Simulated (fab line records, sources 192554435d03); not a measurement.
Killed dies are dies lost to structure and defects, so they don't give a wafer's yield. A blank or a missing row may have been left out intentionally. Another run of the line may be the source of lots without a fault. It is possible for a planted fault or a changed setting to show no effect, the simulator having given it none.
fab line records + flow n5Finfet + part 2 of 2: steps 22 to 22 of 22
[record]
- lots = 7
- wafers = 19
- lastDay = 18
route steps=1938 shown BEOL_M4@1091 BEOL_M5@1112 PASSIVATION@1936
lots that met no fault: taken from a fault-free run of the same line
startH: start of the lot's first displayed wafer, in hours after the record's first day + waitH: hours since the lot's step before + " repeats the value in the row above + L1.1+2: a row that stands for several wafers + - no value, or no start was given + * or withheld: withheld + < > ~ a bound
route shown NAME@n: NAME is a module with steps in the file, n the number in the route of the first one + usual: the fault-free wafers' mean and standard deviation + same: alike in all rows + chamber/n: place in a boat + sites: per-site readings + _std_site: how widely they spread, as a standard deviation + _edge_site: outer sites' mean less inner sites' + radiusMm: how far each site lies from the wafer's centre + mask NAME#n: copy n + behind: the most recent tool/chamber to have shaped the wafer + hold: reason for holding the lot/hours on hold/outcome of the hold + device: transistor that didn't switch, given as n, p or np + end of line: tests of these same wafers at the route's end + for a step that has no rows: nothing shown but its recipe + killed: at the first sort, the dies lost to defects and structure; wafer yield is something else + map: dies across one wafer; x = killed, . = not, _ = none there
set.NAME: the setting the step ran with; set.NAME@STEP: the setting that earlier step ran with + model.NAME: the simulator's own value behind a step, which no gauge read
lots at selected steps of the route; one table per step, one row per wafer
services: the hour from which a tool's chamber was out of use, counted from the record's first day as startH (under 0 if before that day), plus the number of hours and why
[[steps]]
[step N5_PASSIVATION_PROBE_49]
[usual]
- defectLimitedYield = 91.0/1.5
- killed_at_M0_to_M3 = 35/11
- killed_at_M4_up = 13/6
- killedAtContacts = 14/6.5
- killedAtFrontEnd = 40/12
- killedAtOther = 4/3.4
- killedDies = 106/18
- killedOnRim = 14/4.7
- killedOpen = 68/14
- killedShort = 35/7.7
- sort_bin_5_function = 5.2/0.98
- sort_bin_6_memory = 3.4/0.72
- sortNPass = 1074/18
- sortYieldPct = 91.0/1.5
[same]
- grossDies = 1180
- killedAtBackSide = 0
- sort_bin_4_leakage[%] = 0
- sort_bin_8_speed[%] = 0
| lot.wafer | tool      | chamber | startH | waitH | defectLimitedYield[%] | killed_at_M0_to_M3 | killed_at_M4_up | killedAtContacts | killedAtFrontEnd | killedAtOther | killedDies | killedOnRim | killedOpen | killedShort | sort_bin_5_function[%] | sort_bin_6_memory[%] | sortNPass | sortYieldPct[%] |
|-----------|-----------|---------|--------|-------|-----------------------|--------------------|-----------------|------------------|------------------|---------------|------------|-------------|------------|-------------|------------------------|----------------------|-----------|-----------------|
| L687.1    | prober-01 | -       | 345.05 | 0.0   | 92.5                  | 34                 | 11              | 5                | 33               | 5             | 88         | 12          | 48         | 40          | 4.2                    | 3.1                  | 1092      | 92.5            |
| L687.2    | prober-01 | -       | 345.10 | 0.1   | 90.4                  | 35                 | 14              | 19               | 41               | 4             | 113        | 26          | 66         | 40          | 5.1                    | 3.8                  | 1067      | 90.4            |
| L687.3    | prober-01 | -       | 345.15 | 0.1   | 90.1                  | 27                 | 21              | 8                | 58               | 3             | 117        | 13          | 64         | 50          | 6.2                    | 3.5                  | 1063      | 90.1            |
| L685.2    | prober-02 | -       | 361.94 | 0.1   | 90.8                  | 17                 | 20              | 17               | 44               | 11            | 109        | 15          | 75         | 32          | 5.2                    | 3.8                  | 1071      | 90.8            |
| L685.5    | prober-02 | -       | 362.09 | 0.2   | 89.7                  | 44                 | 3               | 13               | 57               | 5             | 122        | 16          | 80         | 37          | 6.4                    | 3.6                  | 1058      | 89.7            |
| L685.6    | prober-02 | -       | 362.14 | 0.3   | 89.7                  | 25                 | 10              | 16               | 66               | 5             | 122        | 24          | 81         | 39          | 6.9                    | 3.2                  | 1058      | 89.7            |
| L693.2    | prober-02 | -       | 363.07 | 0.1   | 91.4                  | 26                 | 18              | 7                | 43               | 8             | 102        | 15          | 64         | 33          | 4.7                    | 3.4                  | 1078      | 91.4            |
| L693.3    | prober-02 | -       | 363.12 | 0.1   | 0                     | 26                 | 1114            | 8                | 29               | 3             | 1180       | 152         | 69         | 26          | 4.7                    | 2.9                  | 0         | 0               |
| L693.6    | prober-02 | -       | 363.27 | 0.3   | 91.2                  | 23                 | 10              | 9                | 47               | 15            | 104        | 12          | 69         | 34          | 5.0                    | 3.4                  | 1076      | 91.2            |
| L691.2    | prober-02 | -       | 366.62 | 0.1   | 91.8                  | 28                 | 18              | 8                | 40               | 3             | 97         | 18          | 55         | 42          | 5.1                    | 2.7                  | 1083      | 91.8            |
| L691.3    | prober-02 | -       | 366.67 | 0.1   | 0                     | 33                 | 1095            | 15               | 32               | 5             | 1180       | 152         | 66         | 39          | 6.0                    | 2.6                  | 0         | 0               |
| L694.1    | prober-01 | -       | 379.54 | 0.0   | 88.9                  | 48                 | 9               | 13               | 59               | 2             | 131        | 20          | 84         | 39          | 6.0                    | 4.4                  | 1049      | 88.9            |
| L694.4    | prober-01 | -       | 379.69 | 0.2   | 92.5                  | 25                 | 13              | 9                | 41               | 1             | 89         | 8           | 55         | 29          | 4.4                    | 2.9                  | 1091      | 92.5            |
| L694.6    | prober-01 | -       | 379.79 | 0.3   | 91.0                  | 29                 | 21              | 17               | 38               | 1             | 106        | 16          | 68         | 36          | 5.3                    | 3.5                  | 1074      | 91.0            |
| L696.1    | prober-01 | -       | 386.88 | 0.0   | 90.8                  | 46                 | 4               | 11               | 44               | 4             | 109        | 13          | 51         | 51          | 4.7                    | 3.7                  | 1071      | 90.8            |
| L696.3    | prober-01 | -       | 386.98 | 0.1   | 0                     | 36                 | 1078            | 13               | 52               | 1             | 1180       | 152         | 70         | 34          | 5.3                    | 3.5                  | 0         | 0               |
| L695.1    | prober-02 | -       | 425.38 | 0.0   | 89.1                  | 33                 | 28              | 28               | 40               | 0             | 129        | 16          | 101        | 28          | 6.2                    | 4.7                  | 1051      | 89.1            |
| L695.2    | prober-02 | -       | 425.43 | 0.1   | 89.7                  | 57                 | 15              | 9                | 41               | 0             | 122        | 20          | 76         | 45          | 6.2                    | 3.7                  | 1058      | 89.7            |
| L695.6    | prober-02 | -       | 425.63 | 0.3   | 90.3                  | 35                 | 25              | 6                | 49               | 0             | 115        | 16          | 77         | 37          | 5.8                    | 3.6                  | 1065      | 90.3            |
// killed by level:class
L687.1 BEOL_M0_SAQP:geometricParticle:open=9 BEOL_M0_SAQP:geometricParticle:short=7 BEOL_M1:geometricParticle:open=7 FIN_SAQP:geometricParticle:short=6 STARTING-WAFER:geometricParticle:open=5 GATE_CUT:geometricParticle:short=4 STARTING-WAFER:geometricParticle:short=4 MOL_CONTACT_COAG:geometricParticle:open=3
L687.2 MOL_CONTACT_COAG:geometricParticle:open=17 BEOL_M0_SAQP:geometricParticle:short=8 GATE_CUT:geometricParticle:short=6 FIN_SAQP:geometricParticle:open=5 FIN_SAQP:geometricParticle:short=5 BEOL_M1:geometricParticle:open=5 BEOL_M0_SAQP:geometricParticle:open=5 BEOL_M1:geometricParticle:short=5
L687.3 FIN_SAQP:geometricParticle:short=11 STI_FIN_REVEAL:geometricParticle:open=9 MOL_CONTACT_COAG:geometricParticle:open=7 SPACER0:geometricParticle:short=6 GATE_CUT:geometricParticle:short=6 BEOL_M3:geometricParticle:open=6 BEOL_M1:geometricParticle:open=5 BEOL_M4:geometricParticle:open=5
L685.2 MOL_CONTACT_COAG:geometricParticle:open=14 STI_FIN_REVEAL:geometricParticle:open=12 GATE_CUT:geometricParticle:open=7 FIN_SAQP:geometricParticle:open=6 BEOL_M4:geometricParticle:open=6 GATE_CUT:geometricParticle:short=5 BEOL_M0_SAQP:geometricParticle:open=4 BEOL_M3:geometricParticle:open=4
L685.5 STI_FIN_REVEAL:geometricParticle:open=18 MOL_CONTACT_COAG:geometricParticle:open=10 FIN_SAQP:geometricParticle:short=9 BEOL_M2:geometricParticle:open=9 BEOL_M3:geometricParticle:open=9 FIN_SAQP:geometricParticle:open=8 BEOL_M0_SAQP:geometricParticle:open=8 BEOL_M0_SAQP:geometricParticle:short=8
L685.6 STI_FIN_REVEAL:geometricParticle:open=29 MOL_CONTACT_COAG:geometricParticle:open=14 FIN_SAQP:geometricParticle:open=10 FIN_SAQP:geometricParticle:short=9 BEOL_M0_SAQP:geometricParticle:open=6 GATE_CUT:geometricParticle:short=6 BEOL_M0_SAQP:geometricParticle:short=5 BEOL_M2:geometricParticle:open=5
L693.2 STI_FIN_REVEAL:geometricParticle:open=14 BEOL_M4:geometricParticle:open=12 FIN_SAQP:geometricParticle:short=7 MOL_CONTACT_COAG:geometricParticle:open=6 BEOL_M2:geometricParticle:open=6 DUMMY_GATE:geometricParticle:open=5 BEOL_M0_SAQP:geometricParticle:short=5 BEOL_M0:geometricParticle:open=4
L693.3 BEOL_M4:areaCmp=1085 BEOL_M4:geometricParticle:open=12 STI_FIN_REVEAL:geometricParticle:open=8 MOL_CONTACT_COAG:geometricParticle:open=7 BEOL_M0_SAQP:geometricParticle:open=7 BEOL_M1:geometricParticle:open=7 BEOL_M5:geometricParticle:open=7 BEOL_M0_SAQP:geometricParticle:short=6
L693.6 FIN_SAQP:geometricParticle:open=13 FIN_SAQP:geometricParticle:short=11 MOL_CONTACT_COAG:geometricParticle:open=8 BEOL_M0_SAQP:geometricParticle:open=8 MIM_TOP:geometricParticle:open=6 STI_FIN_REVEAL:geometricParticle:open=5 DUMMY_GATE:geometricParticle:open=5 PAD_METAL:geometricParticle:short=5
L691.2 BEOL_M1:geometricParticle:open=9 BEOL_M4:geometricParticle:open=8 FIN_SAQP:geometricParticle:open=7 FIN_SAQP:geometricParticle:short=7 MOL_CONTACT_COAG:geometricParticle:open=7 BEOL_M0_SAQP:geometricParticle:short=6 STARTING-WAFER:geometricParticle:open=6 GATE_CUT:geometricParticle:short=5
L691.3 BEOL_M4:areaCmp=1075 MOL_CONTACT_COAG:geometricParticle:open=13 BEOL_M0_SAQP:geometricParticle:open=8 BEOL_M4:geometricParticle:open=8 BEOL_M0_SAQP:geometricParticle:short=7 GATE_CUT:geometricParticle:short=6 FIN_SAQP:geometricParticle:open=5 BEOL_M2:geometricParticle:open=5
L694.1 STI_FIN_REVEAL:geometricParticle:open=12 BEOL_M1:geometricParticle:open=11 FIN_SAQP:geometricParticle:open=10 BEOL_M0_SAQP:geometricParticle:short=10 MOL_CONTACT_COAG:geometricParticle:open=9 FIN_SAQP:geometricParticle:short=8 BEOL_M0_SAQP:geometricParticle:open=8 BEOL_M0:geometricParticle:open=7
L694.4 FIN_SAQP:geometricParticle:short=10 STI_FIN_REVEAL:geometricParticle:open=9 MOL_CONTACT_COAG:geometricParticle:open=8 BEOL_M2:geometricParticle:open=6 STARTING-WAFER:geometricParticle:open=5 BEOL_M1:geometricParticle:open=5 BEOL_M5:geometricParticle:open=4 DUMMY_GATE:geometricParticle:open=3
L694.6 MOL_CONTACT_COAG:geometricParticle:open=11 BEOL_M4:geometricParticle:open=11 FIN_SAQP:geometricParticle:open=9 BEOL_M0_SAQP:geometricParticle:short=9 STARTING-WAFER:geometricParticle:short=6 FIN_SAQP:geometricParticle:short=5 MOL_CONTACT_COAG:geometricParticle:short=5 BEOL_M0_SAQP:geometricParticle:open=5
L696.1 BEOL_M0_SAQP:geometricParticle:open=17 BEOL_M0_SAQP:geometricParticle:short=15 MOL_CONTACT_COAG:geometricParticle:open=8 DUMMY_GATE:geometricParticle:open=6 FIN_SAQP:geometricParticle:short=4 FIN_CUT:geometricParticle:short=4 DUMMY_GATE:geometricParticle:short=4 GATE_CUT:geometricParticle:open=4
L696.3 BEOL_M4:areaCmp=1075 STI_FIN_REVEAL:geometricParticle:open=14 FIN_SAQP:geometricParticle:open=10 MOL_CONTACT_COAG:geometricParticle:open=10 BEOL_M0_SAQP:geometricParticle:open=10 FIN_SAQP:geometricParticle:short=9 BEOL_M0_SAQP:geometricParticle:short=9 STI_FIN_REVEAL:geometricParticle:short=8
L695.1 MOL_CONTACT_COAG:geometricParticle:open=24 BEOL_M4:geometricParticle:open=22 FIN_SAQP:geometricParticle:short=12 BEOL_M3:geometricParticle:open=9 BEOL_M2:geometricParticle:open=8 STI_FIN_REVEAL:geometricParticle:open=7 DUMMY_GATE:geometricParticle:open=5 FIN_SAQP:geometricParticle:open=4
L695.2 BEOL_M0_SAQP:geometricParticle:open=15 BEOL_M0_SAQP:geometricParticle:short=14 BEOL_M3:geometricParticle:open=13 FIN_SAQP:geometricParticle:open=10 FIN_SAQP:geometricParticle:short=10 BEOL_M4:geometricParticle:open=9 MOL_CONTACT_COAG:geometricParticle:open=6 BEOL_M3:geometricParticle:short=5
L695.6 FIN_SAQP:geometricParticle:open=13 FIN_SAQP:geometricParticle:short=12 BEOL_M4:geometricParticle:open=12 BEOL_M3:geometricParticle:open=9 STI_FIN_REVEAL:geometricParticle:open=8 BEOL_M1:geometricParticle:open=7 MOL_CONTACT_COAG:geometricParticle:open=6 BEOL_M4:geometricParticle:short=6
// map L691.3 (x killed, . not)
_________________xxxxxxxxxxxx________________
______________xxxxxxxxxxxxxxxxxx_____________
___________xxxxxxxxxxxxxxxxxxxxxxxx__________
__________xxxxxxxxxxxxxxxxxxxxxxxxxx_________
________xxxxxxxxxxxxxxxxxxxxxxxxxxxxxx_______
_______xxxxxxxxxxxxxxxxxxxxxxxxxxxxxxxx______
______xxxxxxxxxxxxxxxxxxxxxxxxxxxxxxxxxx_____
_____xxxxxxxxxxxxxxxxxxxxxxxxxxxxxxxxxxxx____
____xxxxxxxxxxxxxxxxxxxxxxxxxxxxxxxxxxxxxx___
___xxxxxxxxxxxxxxxxxxxxxxxxxxxxxxxxxxxxxxxx__
___xxxxxxxxxxxxxxxxxxxxxxxxxxxxxxxxxxxxxxxx__
__xxxxxxxxxxxxxxxxxxxxxxxxxxxxxxxxxxxxxxxxxx_
__xxxxxxxxxxxxxxxxxxxxxxxxxxxxxxxxxxxxxxxxxx_
_xxxxxxxxxxxxxxxxxxxxxxxxxxxxxxxxxxxxxxxxxxxx
_xxxxxxxxxxxxxxxxxxxxxxxxxxxxxxxxxxxxxxxxxxxx
_xxxxxxxxxxxxxxxxxxxxxxxxxxxxxxxxxxxxxxxxxxxx
_xxxxxxxxxxxxxxxxxxxxxxxxxxxxxxxxxxxxxxxxxxxx
_xxxxxxxxxxxxxxxxxxxxxxxxxxxxxxxxxxxxxxxxxxxx
_xxxxxxxxxxxxxxxxxxxxxxxxxxxxxxxxxxxxxxxxxxxx
_xxxxxxxxxxxxxxxxxxxxxxxxxxxxxxxxxxxxxxxxxxxx
_xxxxxxxxxxxxxxxxxxxxxxxxxxxxxxxxxxxxxxxxxxxx
__xxxxxxxxxxxxxxxxxxxxxxxxxxxxxxxxxxxxxxxxxx_
__xxxxxxxxxxxxxxxxxxxxxxxxxxxxxxxxxxxxxxxxxx_
___xxxxxxxxxxxxxxxxxxxxxxxxxxxxxxxxxxxxxxxx__
___xxxxxxxxxxxxxxxxxxxxxxxxxxxxxxxxxxxxxxxx__
____xxxxxxxxxxxxxxxxxxxxxxxxxxxxxxxxxxxxxx___
_____xxxxxxxxxxxxxxxxxxxxxxxxxxxxxxxxxxxx____
______xxxxxxxxxxxxxxxxxxxxxxxxxxxxxxxxxx_____
_______xxxxxxxxxxxxxxxxxxxxxxxxxxxxxxxx______
________xxxxxxxxxxxxxxxxxxxxxxxxxxxxxx_______
__________xxxxxxxxxxxxxxxxxxxxxxxxxx_________
___________xxxxxxxxxxxxxxxxxxxxxxxx__________
______________xxxxxxxxxxxxxxxxxx_____________
_________________xxxxxxxxxxxx________________
// map L693.3 (x killed, . not)
_________________xxxxxxxxxxxx________________
______________xxxxxxxxxxxxxxxxxx_____________
___________xxxxxxxxxxxxxxxxxxxxxxxx__________
__________xxxxxxxxxxxxxxxxxxxxxxxxxx_________
________xxxxxxxxxxxxxxxxxxxxxxxxxxxxxx_______
_______xxxxxxxxxxxxxxxxxxxxxxxxxxxxxxxx______
______xxxxxxxxxxxxxxxxxxxxxxxxxxxxxxxxxx_____
_____xxxxxxxxxxxxxxxxxxxxxxxxxxxxxxxxxxxx____
____xxxxxxxxxxxxxxxxxxxxxxxxxxxxxxxxxxxxxx___
___xxxxxxxxxxxxxxxxxxxxxxxxxxxxxxxxxxxxxxxx__
___xxxxxxxxxxxxxxxxxxxxxxxxxxxxxxxxxxxxxxxx__
__xxxxxxxxxxxxxxxxxxxxxxxxxxxxxxxxxxxxxxxxxx_
__xxxxxxxxxxxxxxxxxxxxxxxxxxxxxxxxxxxxxxxxxx_
_xxxxxxxxxxxxxxxxxxxxxxxxxxxxxxxxxxxxxxxxxxxx
_xxxxxxxxxxxxxxxxxxxxxxxxxxxxxxxxxxxxxxxxxxxx
_xxxxxxxxxxxxxxxxxxxxxxxxxxxxxxxxxxxxxxxxxxxx
_xxxxxxxxxxxxxxxxxxxxxxxxxxxxxxxxxxxxxxxxxxxx
_xxxxxxxxxxxxxxxxxxxxxxxxxxxxxxxxxxxxxxxxxxxx
_xxxxxxxxxxxxxxxxxxxxxxxxxxxxxxxxxxxxxxxxxxxx
_xxxxxxxxxxxxxxxxxxxxxxxxxxxxxxxxxxxxxxxxxxxx
_xxxxxxxxxxxxxxxxxxxxxxxxxxxxxxxxxxxxxxxxxxxx
__xxxxxxxxxxxxxxxxxxxxxxxxxxxxxxxxxxxxxxxxxx_
__xxxxxxxxxxxxxxxxxxxxxxxxxxxxxxxxxxxxxxxxxx_
___xxxxxxxxxxxxxxxxxxxxxxxxxxxxxxxxxxxxxxxx__
___xxxxxxxxxxxxxxxxxxxxxxxxxxxxxxxxxxxxxxxx__
____xxxxxxxxxxxxxxxxxxxxxxxxxxxxxxxxxxxxxx___
_____xxxxxxxxxxxxxxxxxxxxxxxxxxxxxxxxxxxx____
______xxxxxxxxxxxxxxxxxxxxxxxxxxxxxxxxxx_____
_______xxxxxxxxxxxxxxxxxxxxxxxxxxxxxxxx______
________xxxxxxxxxxxxxxxxxxxxxxxxxxxxxx_______
__________xxxxxxxxxxxxxxxxxxxxxxxxxx_________
___________xxxxxxxxxxxxxxxxxxxxxxxx__________
______________xxxxxxxxxxxxxxxxxx_____________
_________________xxxxxxxxxxxx________________
[[services]]
| tool          | chamber | startH | hours | kind                          |
|---------------|---------|--------|-------|-------------------------------|
| cmp-01        | -       | 190.13 | 0.5   | repair                        |
| cvdCo-01      | -       | 210.55 | 14.6  | pm                            |
| cmp-01        | -       | 215.26 | 4.0   | pm                            |
| pecvd-03      | 1       | 218.34 | 4.4   | repair                        |
| cmp-01        | -       | 219.26 | -     | consumableReplace:conditioner |
| cmp-01        | -       | 219.26 | -     | consumableReplace:pad         |
| pecvd-04      | 0       | 223.66 | 2.1   | scheduledDown                 |
| cvdCo-02      | -       | 225.15 | 6.0   | pm                            |
| cmp-02        | -       | 231.34 | 4.0   | pm                            |
| cmp-04        | -       | 233.64 | 1.8   | repair                        |
| cmp-02        | -       | 235.34 | -     | consumableReplace:conditioner |
| cmp-02        | -       | 235.34 | -     | consumableReplace:pad         |
| pecvd-04      | 1       | 235.87 | 5.5   | scheduledDown                 |
| pecvd-04      | 2       | 237.47 | 1.8   | repair                        |
| pvdSputter-01 | -       | 246.25 | 3.0   | repair                        |
| pecvd-03      | 1       | 249.05 | 5.5   | scheduledDown                 |
| cmp-04        | -       | 258.03 | 0.8   | repair                        |
| pecvd-02      | -       | 265.18 | 2.9   | repair                        |
| pecvd-02      | -       | 268.09 | 2.8   | pm                            |
| pecvd-03      | -       | 273.89 | 2.8   | pm                            |
| cmp-01        | -       | 281.67 | 3.9   | repair                        |
| pecvd-02      | 2       | 301.28 | 5.5   | scheduledDown                 |
| pecvd-02      | 0       | 309.92 | 5.5   | scheduledDown                 |
| cmp-02        | -       | 312.55 | 0.3   | repair                        |
[[key]]
[firstSign]
- step = N5_BEOL_M4_CMP_52
- reading = overpolishRunS
- direction = down
- sigmas = 99+
- usual = 6.800
- struck = 0.041
[effect]
- step = N5_BEOL_M4_CMP_52
- reading = barrierFieldEndpointS
- direction = up
- sigmas = 23
- usual = 24.7
- struck = 41.3
[effect]
- step = N5_BEOL_M4_THK_MEAS_53
- reading = M4_THK
- direction = up
- sigmas = 68
- usual = 40.5
- struck = 153.2
[effect]
- step = N5_BEOL_M4_INSPECT_59
- reading = rawDefectCount
- direction = up
- sigmas = 99+
- usual = 79
- struck = 5045
[effect]
- step = N5_PASSIVATION_PROBE_49
- reading = killed_at_M4_up
- direction = up
- sigmas = 99+
- usual = 13
- struck = 1096
[modelEffect]
- step = N5_BEOL_M4_CMP_52
- value = SiOC_of_BEOL_M4_ILD_DEP_00.thkNm
- without = 75.53
- struck = 77.07
[moreKillsBornAt]
- N5_BEOL_M4_CMP_52@cmp-04 = 3235
metAt N5_BEOL_M4_CMP_52
struckWafers L691.3,L693.3,L696.3
laterRowsLeftOut L691.3,L693.3,L696.3
onsetBetween 232.91 255.02
[fault]
- kind = processParameterDrift
- tool = cmp-04
- chamber = -
- onsetH = 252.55
- steps = N5_BEOL_M4_CMP_52
- channel = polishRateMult
- offset = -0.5
- shape = step
- endH = 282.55
- scope = struckWafersOnly
// laterRowsLeftOut: the simulator's readings of these wafers behind a module that went badly wrong aren't trusted and aren't shown, but for the sort
